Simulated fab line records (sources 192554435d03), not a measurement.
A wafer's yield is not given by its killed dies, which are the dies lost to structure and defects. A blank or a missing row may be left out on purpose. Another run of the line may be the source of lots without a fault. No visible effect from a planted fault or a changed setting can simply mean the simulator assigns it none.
Problem report in the 8D (eight disciplines) form, filled by code    flow n5 finfet    the parts of the form that need people (team, actions taken, sign-off) are left out

## 1. WHAT WENT WRONG
At N5_BEOL_M6_COAT_63, spin speed rpm averages 1536.0 rpm over 6 wafers from 2 lots, while fault-free wafers read 1499.9 rpm, standard deviation 0.89. Relative to the usual mean, that is a shift of +41 standard deviations.
The step: time 60 s, resist thk 60 nm.
Seen first at day 9 10:31 on litho track-05, wafer L350.1. The record has a number at this step for 33 wafers belonging to 11 lots. The rule behind "out" and "out of limits": a value lying over 4 standard deviations away from the usual mean. All remaining wafers that have a number are taken as sound.

## 2. WHAT IT IS AND WHAT IT IS NOT
question                     is                      is not
which readings at this step  spin speed rpm          -
which lots                   L350, L351              L346, L359, L361, L362, L363, L364, L365, L366, L367
which wafers of those lots   all that have a number  -
read on which tools          litho track-05          litho track-01, litho track-02
when                         from day 9 10:31        up to then (3 sound wafers); but 24 sound wafers of L359, L361, L362, L363, L364, L365, L366, L367 came after

## 3. WHAT RULES OUT EACH SUSPECT
Counting: a tool at any process step up to the reading remains a suspect when it ran all the lots that are out and ran no sound lot after the first of those.
- litho track-05 at N5_BEOL_M6_COAT_63 (time 60 s, resist thk 60 nm): ruled out as a lasting fault. Following L350 (day 9 10:31), the first lot on it that is out, the sound lots L362, L365 were run on it.
Left after counting: nothing in the record.

## 4. THE CAUSE (what the simulator had put in)
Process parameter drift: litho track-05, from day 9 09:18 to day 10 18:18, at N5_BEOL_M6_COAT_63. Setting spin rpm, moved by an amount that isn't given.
Counting ruled it out, wrongly.

## 5. SEQUENCE OF EFFECTS, ordered by route
Rows list readings where the struck wafers' mean (over those with a number) sits beyond 3 standard deviations from the usual. Scope: only readings with a usual standard deviation given in the record; hours: median across lots of the time from each lot's start at the first step in this table that gives one to its start at this step; sigmas: change in usual standard deviations.
hours  step                reading         usual       on struck wafers  change  sigmas
0      N5_BEOL_M6_COAT_63  spin speed rpm  1499.9 rpm  1536.0            +36.1   +41
Process steps it contains:
- N5_BEOL_M6_COAT_63: time 60 s, resist thk 60 nm.
Later steps that measure or inspect, where all struck wafers having a row at the step show a number for every such reading and not one has moved that far: N5_BEOL_M6_OVL_MEAS_29.

## 6. HOW IT WOULD HAVE BEEN CAUGHT EARLIER
In this record the first reading out of limits was taken at day 9 10:31, 1 hour after the fault began at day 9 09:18.
